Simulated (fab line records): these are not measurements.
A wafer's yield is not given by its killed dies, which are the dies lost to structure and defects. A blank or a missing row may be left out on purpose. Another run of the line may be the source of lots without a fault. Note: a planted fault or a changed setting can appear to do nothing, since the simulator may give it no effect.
Matching of chambers + flow n5-finfet + rie-diel-04 running N5_BEOL_M1_DESCUM_16: 4 sister chambers
The step chemistry O2, time 7 s. 22 wafers are shown with their chamber, then 11 later ones without.

== WAFERS, EACH WITH ITS CHAMBER ==
| wafer  | chamber | drypump-motor-current-A (A) | showerhead-plenum-p-Torr (Torr) | oes-product-au (a.u.) |
|--------|---------|-----------------------------|---------------------------------|-----------------------|
| L075.3 | 2       | 5.7                         | 2.02                            | 0.73                  |
| L075.4 | 3       | 5.4                         | 2.19                            | 0.73                  |
| L075.6 | 2       | 5.7                         | 2.02                            | 0.73                  |
| L076.1 | 0       | 5.6                         | 2.07                            | 0.87                  |
| L076.3 | 3       | 5.4                         | 2.19                            | 0.73                  |
| L076.5 | 2       | 5.7                         | 2.02                            | 0.73                  |
| L077.1 | 2       | 5.7                         | 2.02                            | 0.72                  |
| L077.4 | 1       | 5.0                         | 2.06                            | 0.69                  |
| L077.5 | 1       | 5.0                         | 2.06                            | 0.68                  |
| L081.1 | 0       | 5.6                         | 2.07                            | 0.87                  |
| L081.3 | 3       | 5.4                         | 2.19                            | 0.73                  |
| L081.6 | 0       | 5.6                         | 2.07                            | 0.87                  |
| L082.1 | 1       | 5.0                         | 2.06                            | 0.69                  |
| L082.4 | 0       | 5.6                         | 2.07                            | 0.85                  |
| L082.5 | 0       | 5.6                         | 2.07                            | 0.85                  |
| L084.2 | 2       | 5.7                         | 2.01                            | 0.71                  |
| L084.4 | 3       | 5.4                         | 2.19                            | 0.72                  |
| L084.5 | 1       | 5.0                         | 2.05                            | 0.68                  |
| L086.1 | 1       | 5.0                         | 2.05                            | 0.68                  |
| L086.3 | 0       | 5.7                         | 2.07                            | 0.84                  |
| L086.4 | 2       | 5.7                         | 2.01                            | 0.71                  |
| L092.1 | 2       | 5.7                         | 2.01                            | 0.71                  |

SIGNATURES (averages over the wafers above)
| reading                  | chamber 0 | chamber 1 | chamber 2 | chamber 3 | scatter within a chamber |
|--------------------------|-----------|-----------|-----------|-----------|--------------------------|
| drypump-motor-current-A  | 5.617     | 5.000     | 5.700     | 5.400     | 0.0215                   |
| showerhead-plenum-p-Torr | 2.0700    | 2.0560    | 2.0157    | 2.1900    | 0.00402                  |
| oes-product-au           | 0.8583    | 0.6840    | 0.7200    | 0.7275    | 0.00966                  |
Rule: distance of a wafer from a chamber = root of the sum over the readings of ((wafer's reading minus chamber's mean) / reading's scatter) squared. The wafer belongs to the nearest chamber; if the next one is less than 2 further off, it can't be placed. How the scatter is found: for the shown wafers, subtract from each reading the mean of its chamber, square and add these, divide the total by (wafers less chambers), then take the root.

== WAFERS WITH NO CHAMBER GIVEN ==
| wafer  | drypump-motor-current-A (A) | showerhead-plenum-p-Torr (Torr) | oes-product-au (a.u.) |
|--------|-----------------------------|---------------------------------|-----------------------|
| L092.2 | 5.4                         | 2.18                            | 0.70                  |
| L092.5 | 5.7                         | 2.01                            | 0.71                  |
| L093.3 | 5.6                         | 2.06                            | 0.83                  |
| L093.4 | 5.0                         | 2.05                            | 0.66                  |
| L093.6 | 5.7                         | 2.01                            | 0.71                  |
| L096.2 | 5.7                         | 2.00                            | 0.71                  |
| L096.3 | 5.6                         | 2.06                            | 0.82                  |
| L096.4 | 5.6                         | 2.06                            | 0.83                  |
| L097.1 | 5.7                         | 2.00                            | 0.70                  |
| L097.3 | 5.6                         | 2.06                            | 0.80                  |
| L097.6 | 5.7                         | 2.06                            | 0.81                  |

== WHICH CHAMBER EACH ONE RAN IN ==
| wafer  | from the rows above | in truth |
|--------|---------------------|----------|
| L092.2 | 3                   | 3        |
| L092.5 | 2                   | 2        |
| L093.3 | 0                   | 0        |
| L093.4 | 1                   | 1        |
| L093.6 | 2                   | 2        |
| L096.2 | 2                   | 2        |
| L096.3 | 0                   | 0        |
| L096.4 | 0                   | 0        |
| L097.1 | 2                   | 2        |
| L097.3 | 0                   | 0        |
| L097.6 | 0                   | 0        |
Correct placement for 11 of the 11. From these rows, 0 cannot be placed. Wrongly placed: 0.
